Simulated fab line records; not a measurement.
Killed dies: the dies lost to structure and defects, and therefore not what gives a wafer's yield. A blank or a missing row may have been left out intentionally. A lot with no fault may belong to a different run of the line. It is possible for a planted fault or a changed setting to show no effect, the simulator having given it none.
Which tool was responsible? | flow n5_finfet | 24 lots with 72 wafers sampled at 6 steps, on a route of 1938 steps

## WHAT EACH GAUGE READ, for each wafer
N5_BEOL_M4_CD_MEAS_18: pitch 36 nm, target cd 18 nm. Usual: cd_nm reads 18.2 nm (standard deviation 0.41).
lot  | measured     | on        | cd_nm (nm)     | flag
L074 | day 8 02:59  | cd_sem-03 | 17.9 18.7 18.4 |
L075 | day 8 06:01  | cd_sem-01 | 18.1 18.5 18.2 |
L076 | day 8 09:58  | cd_sem-01 | 17.7 18.0 18.1 |
L078 | day 8 15:50  | cd_sem-01 | 17.8 18.4 17.0 |
L077 | day 8 20:32  | cd_sem-02 | 19.0 18.3 18.5 |
L079 | day 8 20:37  | cd_sem-01 | 18.0 18.3 17.5 |
L080 | day 9 09:34  | cd_sem-01 | 17.9 17.6 17.9 |
L081 | day 9 11:34  | cd_sem-01 | 17.7 17.7 17.6 |
L082 | day 9 16:32  | cd_sem-01 | 17.7 18.4 17.7 |
L083 | day 10 04:35 | cd_sem-03 | 18.4 17.9 18.8 |
L085 | day 10 04:44 | cd_sem-03 | 18.1 18.1 17.8 |
L084 | day 10 06:11 | cd_sem-02 | 17.8 18.1 18.3 |
L086 | day 10 23:08 | cd_sem-02 | 18.0 18.9 18.3 |
L087 | day 11 10:03 | cd_sem-02 | 18.5 18.2 18.0 |
L088 | day 11 19:28 | cd_sem-03 | 17.8 18.3 18.1 |
L090 | day 11 22:44 | cd_sem-03 | 18.0 17.7 18.1 |
L089 | day 11 22:59 | cd_sem-01 | 18.2 18.7 18.1 |
L092 | day 12 01:25 | cd_sem-02 | 18.4 18.8 19.1 |
L091 | day 12 09:51 | cd_sem-03 | 18.5 18.3 17.6 |
L093 | day 12 09:59 | cd_sem-03 | 17.8 18.1 18.1 |
L094 | day 12 13:30 | cd_sem-01 | 18.1 18.5 17.9 |
L095 | day 13 15:18 | cd_sem-02 | 18.0 18.4 18.0 |
L096 | day 13 15:47 | cd_sem-01 | 18.2 18.5 17.9 |
L097 | day 13 18:37 | cd_sem-01 | 17.8 18.9 17.9 |

## WHAT TOOL EACH LOT RAN ON (gives the tool, then ch and the chambers of the sampled wafers, and finally the start)
lot  | N5_BEOL_M3_ANNEAL_49         | N5_BEOL_M3_ANNEAL_89         | N5_BEOL_M3_SPUTTER_92        | N5_BEOL_M3_SPUTTER_94        | N5_BEOL_M4_ETCH_63
L074 | pvd_sputter-03, day 7 22:20  | pvd_sputter-03, day 7 23:13  | pvd_sputter-03, day 7 23:34  | pvd_sputter-03, day 7 23:47  | rie_diel-02 ch 0,1,2, day 8 02:37
L075 | pvd_sputter-02, day 8 01:53  | pvd_sputter-02, day 8 02:46  | pvd_sputter-02, day 8 03:07  | pvd_sputter-02, day 8 03:20  | rie_diel-05 ch 0,3, day 8 05:38
L076 | pvd_sputter-02, day 8 03:46  | pvd_sputter-02, day 8 04:38  | pvd_sputter-02, day 8 05:00  | pvd_sputter-02, day 8 05:13  | rie_diel-05 ch 1,3, day 8 09:35
L078 | pvd_sputter-01, day 8 11:41  | pvd_sputter-01, day 8 12:34  | pvd_sputter-01, day 8 12:55  | pvd_sputter-01, day 8 13:08  | rie_diel-06 ch 1,2, day 8 15:27
L077 | pvd_sputter-02, day 8 16:28  | pvd_sputter-02, day 8 17:21  | pvd_sputter-02, day 8 17:43  | pvd_sputter-02, day 8 17:56  | rie_diel-02 ch 0,1,2, day 8 20:08
L079 | pvd_sputter-01, day 8 16:28  | pvd_sputter-01, day 8 17:21  | pvd_sputter-01, day 8 17:43  | pvd_sputter-01, day 8 17:56  | rie_diel-06 ch 0,1,2, day 8 20:14
L080 | pvd_sputter-03, day 9 03:13  | pvd_sputter-03, day 9 04:05  | pvd_sputter-03, day 9 04:27  | pvd_sputter-03, day 9 04:40  | rie_diel-06 ch 0,3, day 9 09:10
L081 | pvd_sputter-03, day 9 06:56  | pvd_sputter-03, day 9 07:49  | pvd_sputter-03, day 9 08:10  | pvd_sputter-03, day 9 08:23  | rie_diel-02 ch 1,2, day 9 11:11
L082 | pvd_sputter-02, day 9 09:48  | pvd_sputter-02, day 9 10:41  | pvd_sputter-02, day 9 11:02  | pvd_sputter-02, day 9 11:16  | rie_diel-06 ch 0,2,3, day 9 15:56
L083 | pvd_sputter-02, day 9 22:40  | pvd_sputter-02, day 9 23:32  | pvd_sputter-02, day 9 23:54  | pvd_sputter-02, day 10 00:07 | rie_diel-06 ch 0,2,3, day 10 04:13
L085 | pvd_sputter-03, day 9 23:11  | pvd_sputter-03, day 10 00:04 | pvd_sputter-03, day 10 00:25 | pvd_sputter-03, day 10 00:38 | rie_diel-02 ch 0,1, day 10 04:21
L084 | pvd_sputter-03, day 10 01:58 | pvd_sputter-03, day 10 02:50 | pvd_sputter-03, day 10 03:12 | pvd_sputter-03, day 10 03:25 | rie_diel-02 ch 0,1,2, day 10 05:47
L086 | pvd_sputter-02, day 10 18:43 | pvd_sputter-02, day 10 19:35 | pvd_sputter-02, day 10 19:57 | pvd_sputter-02, day 10 20:10 | rie_diel-06 ch 0,1,2, day 10 22:43
L087 | pvd_sputter-02, day 11 04:40 | pvd_sputter-02, day 11 05:32 | pvd_sputter-02, day 11 05:54 | pvd_sputter-02, day 11 06:07 | rie_diel-06 ch 0,3, day 11 09:38
L088 | pvd_sputter-01, day 11 13:19 | pvd_sputter-01, day 11 14:11 | pvd_sputter-01, day 11 14:33 | pvd_sputter-01, day 11 14:46 | rie_diel-05 ch 0,2,3, day 11 19:05
L090 | pvd_sputter-03, day 11 15:48 | pvd_sputter-03, day 11 16:41 | pvd_sputter-03, day 11 17:02 | pvd_sputter-03, day 11 17:16 | rie_diel-02 ch 1,3, day 11 22:13
L089 | pvd_sputter-02, day 11 16:48 | pvd_sputter-02, day 11 17:41 | pvd_sputter-02, day 11 18:02 | pvd_sputter-02, day 11 18:16 | rie_diel-05 ch 1,2, day 11 22:29
L092 | pvd_sputter-02, day 11 19:42 | pvd_sputter-02, day 11 20:35 | pvd_sputter-02, day 11 20:56 | pvd_sputter-02, day 11 21:10 | rie_diel-05 ch 1,2, day 12 01:02
L091 | pvd_sputter-02, day 12 04:11 | pvd_sputter-02, day 12 05:04 | pvd_sputter-02, day 12 05:25 | pvd_sputter-02, day 12 05:38 | rie_diel-05 ch 1,2,3, day 12 09:22
L093 | pvd_sputter-03, day 12 04:30 | pvd_sputter-03, day 12 05:23 | pvd_sputter-03, day 12 05:44 | pvd_sputter-03, day 12 05:58 | rie_diel-06 ch 2,3, day 12 09:36
L094 | pvd_sputter-01, day 12 07:06 | pvd_sputter-01, day 12 07:59 | pvd_sputter-01, day 12 08:20 | pvd_sputter-01, day 12 08:34 | rie_diel-05 ch 2,3, day 12 13:07
L095 | pvd_sputter-03, day 13 10:43 | pvd_sputter-03, day 13 11:36 | pvd_sputter-03, day 13 11:58 | pvd_sputter-03, day 13 12:11 | rie_diel-05 ch 0,3, day 13 14:55
L096 | pvd_sputter-02, day 13 11:16 | pvd_sputter-02, day 13 12:08 | pvd_sputter-02, day 13 12:30 | pvd_sputter-02, day 13 12:43 | rie_diel-05 ch 0,2,3, day 13 15:24
L097 | pvd_sputter-03, day 13 13:34 | pvd_sputter-03, day 13 14:26 | pvd_sputter-03, day 13 14:48 | pvd_sputter-03, day 13 15:01 | rie_diel-06 ch 0,1,2, day 13 18:11
- N5_BEOL_M3_ANNEAL_49: time 240 s.
- N5_BEOL_M3_ANNEAL_89: time 240 s.
- N5_BEOL_M3_SPUTTER_92: material Cu, target thk 4.5 nm, time 8.29 s.
- N5_BEOL_M3_SPUTTER_94: material Cu, target thk 4.5 nm, time 8.29 s.
- N5_BEOL_M4_ETCH_63: etches SiARC in CF4, target depth 15.6 nm, time 26 s.

## AS READ BY THE TOOLS THEMSELVES (means over the sampled wafers that have a number; for cases with no such wafer, the mark the record gives instead)
N5_BEOL_M3_ANNEAL_49. Usual: heater_power_w reads 818 W (standard deviation 80).
lot  | tool           | heater_power_w (W) | flag
L074 | pvd_sputter-03 | 813                |
L075 | pvd_sputter-02 | 873                |
L076 | pvd_sputter-02 | 754                |
L078 | pvd_sputter-01 | 932                |
L077 | pvd_sputter-02 | 815                |
L079 | pvd_sputter-01 | 858                |
L080 | pvd_sputter-03 | 853                |
L081 | pvd_sputter-03 | 808                |
L082 | pvd_sputter-02 | 822                |
L083 | pvd_sputter-02 | 795                |
L085 | pvd_sputter-03 | 849                |
L084 | pvd_sputter-03 | 839                |
L086 | pvd_sputter-02 | 784                |
L087 | pvd_sputter-02 | 757                |
L088 | pvd_sputter-01 | 840                |
L090 | pvd_sputter-03 | 847                |
L089 | pvd_sputter-02 | 802                |
L092 | pvd_sputter-02 | 824                |
L091 | pvd_sputter-02 | 782                |
L093 | pvd_sputter-03 | 829                |
L094 | pvd_sputter-01 | 953                |
L095 | pvd_sputter-03 | 810                |
L096 | pvd_sputter-02 | 773                |
L097 | pvd_sputter-03 | 815                |

N5_BEOL_M3_ANNEAL_89. Usual: heater_power_w reads 820 W (standard deviation 75).
lot  | tool           | heater_power_w (W) | flag
L074 | pvd_sputter-03 | 812                |
L075 | pvd_sputter-02 | 865                |
L076 | pvd_sputter-02 | 763                |
L078 | pvd_sputter-01 | 938                |
L077 | pvd_sputter-02 | 832                |
L079 | pvd_sputter-01 | 857                |
L080 | pvd_sputter-03 | 862                |
L081 | pvd_sputter-03 | 823                |
L082 | pvd_sputter-02 | 824                |
L083 | pvd_sputter-02 | 806                |
L085 | pvd_sputter-03 | 853                |
L084 | pvd_sputter-03 | 839                |
L086 | pvd_sputter-02 | 786                |
L087 | pvd_sputter-02 | 769                |
L088 | pvd_sputter-01 | 838                |
L090 | pvd_sputter-03 | 854                |
L089 | pvd_sputter-02 | 788                |
L092 | pvd_sputter-02 | 822                |
L091 | pvd_sputter-02 | 759                |
L093 | pvd_sputter-03 | 813                |
L094 | pvd_sputter-01 | 935                |
L095 | pvd_sputter-03 | 815                |
L096 | pvd_sputter-02 | 757                |
L097 | pvd_sputter-03 | 823                |

N5_BEOL_M3_SPUTTER_92. Usual: throttle_valve_pct reads 30.0 % (standard deviation 0.87).
lot  | tool           | throttle_valve_pct (%) | flag
L074 | pvd_sputter-03 | 30.1                   |
L075 | pvd_sputter-02 | 29.6                   |
L076 | pvd_sputter-02 | 30.5                   |
L078 | pvd_sputter-01 | 30.6                   |
L077 | pvd_sputter-02 | 29.4                   |
L079 | pvd_sputter-01 | 30.1                   |
L080 | pvd_sputter-03 | 30.4                   |
L081 | pvd_sputter-03 | 30.4                   |
L082 | pvd_sputter-02 | 30.0                   |
L083 | pvd_sputter-02 | 29.8                   |
L085 | pvd_sputter-03 | 29.8                   |
L084 | pvd_sputter-03 | 30.0                   |
L086 | pvd_sputter-02 | 29.1                   |
L087 | pvd_sputter-02 | 30.2                   |
L088 | pvd_sputter-01 | 30.5                   |
L090 | pvd_sputter-03 | 30.2                   |
L089 | pvd_sputter-02 | 29.8                   |
L092 | pvd_sputter-02 | 29.3                   |
L091 | pvd_sputter-02 | 28.8                   |
L093 | pvd_sputter-03 | 30.0                   |
L094 | pvd_sputter-01 | 29.5                   |
L095 | pvd_sputter-03 | 30.0                   |
L096 | pvd_sputter-02 | 30.5                   |
L097 | pvd_sputter-03 | 30.3                   |

N5_BEOL_M3_SPUTTER_94. Usual: throttle_valve_pct reads 30.0 % (standard deviation 0.85).
lot  | tool           | throttle_valve_pct (%) | flag
L074 | pvd_sputter-03 | 30.3                   |
L075 | pvd_sputter-02 | 29.5                   |
L076 | pvd_sputter-02 | 30.4                   |
L078 | pvd_sputter-01 | 30.4                   |
L077 | pvd_sputter-02 | 29.4                   |
L079 | pvd_sputter-01 | 29.9                   |
L080 | pvd_sputter-03 | 30.3                   |
L081 | pvd_sputter-03 | 30.2                   |
L082 | pvd_sputter-02 | 30.0                   |
L083 | pvd_sputter-02 | 29.8                   |
L085 | pvd_sputter-03 | 29.7                   |
L084 | pvd_sputter-03 | 30.0                   |
L086 | pvd_sputter-02 | 29.1                   |
L087 | pvd_sputter-02 | 30.3                   |
L088 | pvd_sputter-01 | 30.5                   |
L090 | pvd_sputter-03 | 30.1                   |
L089 | pvd_sputter-02 | 29.8                   |
L092 | pvd_sputter-02 | 29.3                   |
L091 | pvd_sputter-02 | 29.0                   |
L093 | pvd_sputter-03 | 29.9                   |
L094 | pvd_sputter-01 | 29.7                   |
L095 | pvd_sputter-03 | 30.1                   |
L096 | pvd_sputter-02 | 30.4                   |
L097 | pvd_sputter-03 | 30.1                   |

N5_BEOL_M4_ETCH_63. Usual: drypump_motor_current_A 5.6 A, standard deviation 0.55; etch_rf_on_time_s 26.2 s, standard deviation 0.81; oes_product_au 0.70 a.u., standard deviation 0.067; rf_vpp_V 184.1 V, standard deviation 1.2; showerhead_plenum_p_Torr 2.15 Torr, standard deviation 0.073; throttle_valve_pct 15.50 %, standard deviation 0.19.
lot  | tool        | drypump_motor_current_A (A) | etch_rf_on_time_s (s) | oes_product_au (a.u.) | rf_vpp_V (V) | showerhead_plenum_p_Torr (Torr) | throttle_valve_pct (%) | flag
L074 | rie_diel-02 | 5.2                         | 26.1                  | 0.67                  | 184.7        | 2.18                            | 15.48                  |
L075 | rie_diel-05 | 5.6                         | 26.9                  | 0.75                  | 183.4        | 2.08                            | 15.51                  |
L076 | rie_diel-05 | 5.5                         | 26.1                  | 0.65                  | 183.0        | 2.11                            | 15.64                  |
L078 | rie_diel-06 | 6.1                         | 25.6                  | 0.72                  | 185.0        | 2.25                            | 15.59                  |
L077 | rie_diel-02 | 5.2                         | 26.2                  | 0.66                  | 184.7        | 2.18                            | 15.50                  |
L079 | rie_diel-06 | 5.6                         | 25.8                  | 0.70                  | 185.1        | 2.18                            | 15.59                  |
L080 | rie_diel-06 | 5.1                         | 26.3                  | 0.75                  | 184.0        | 2.09                            | 15.31                  |
L081 | rie_diel-02 | 4.9                         | 26.4                  | 0.65                  | 184.9        | 2.20                            | 15.44                  |
L082 | rie_diel-06 | 5.6                         | 25.9                  | 0.77                  | 184.8        | 2.15                            | 15.32                  |
L083 | rie_diel-06 | 5.6                         | 25.5                  | 0.75                  | 184.7        | 2.15                            | 15.34                  |
L085 | rie_diel-02 | 5.4                         | 25.5                  | 0.65                  | 183.4        | 2.15                            | 15.65                  |
L084 | rie_diel-02 | 5.2                         | 26.1                  | 0.65                  | 184.6        | 2.17                            | 15.53                  |
L086 | rie_diel-06 | 5.6                         | 25.6                  | 0.76                  | 184.0        | 2.18                            | 15.44                  |
L087 | rie_diel-06 | 5.1                         | 26.3                  | 0.72                  | 182.3        | 2.09                            | 15.37                  |
L088 | rie_diel-05 | 5.9                         | 27.1                  | 0.70                  | 183.5        | 2.14                            | 15.54                  |
L090 | rie_diel-02 | 5.7                         | 26.2                  | 0.61                  | 183.7        | 2.14                            | 15.78                  |
L089 | rie_diel-05 | 6.1                         | 26.7                  | 0.74                  | 185.7        | 2.22                            | 15.44                  |
L092 | rie_diel-05 | 6.1                         | 26.7                  | 0.74                  | 185.4        | 2.22                            | 15.43                  |
L091 | rie_diel-05 | 5.9                         | 26.3                  | 0.75                  | 184.0        | 2.15                            | 15.46                  |
L093 | rie_diel-06 | 5.9                         | 25.6                  | 0.75                  | 183.8        | 2.15                            | 15.29                  |
L094 | rie_diel-05 | 6.0                         | 27.4                  | 0.71                  | 184.3        | 2.14                            | 15.57                  |
L095 | rie_diel-05 | 5.5                         | 26.8                  | 0.67                  | 183.0        | 2.07                            | 15.58                  |
L096 | rie_diel-05 | 5.9                         | 26.9                  | 0.68                  | 184.2        | 2.13                            | 15.57                  |
L097 | rie_diel-06 | 5.6                         | 25.3                  | 0.72                  | 184.1        | 2.17                            | 15.49                  |

## THE ANSWER, worked out from the rows above alone
Rule: a lot counts as off when the mean over its wafers that have a number is more than 3 standard deviations away from the usual mean. Also off: a lot with no number at a reading for which 4 or more lots have one. Any other lot the step has rows for is counted as sound. After the gauges, taken in route order, come the tools' own readings; for these a lot's mean is taken, as printed above. At the first step where some lot is off, the reading lying furthest off is the one used; lots without a number count as furthest.
No lot is off on any of the readings shown, so nothing can be concluded from this.

## WHAT WAS PUT IN BY THE SIMULATOR
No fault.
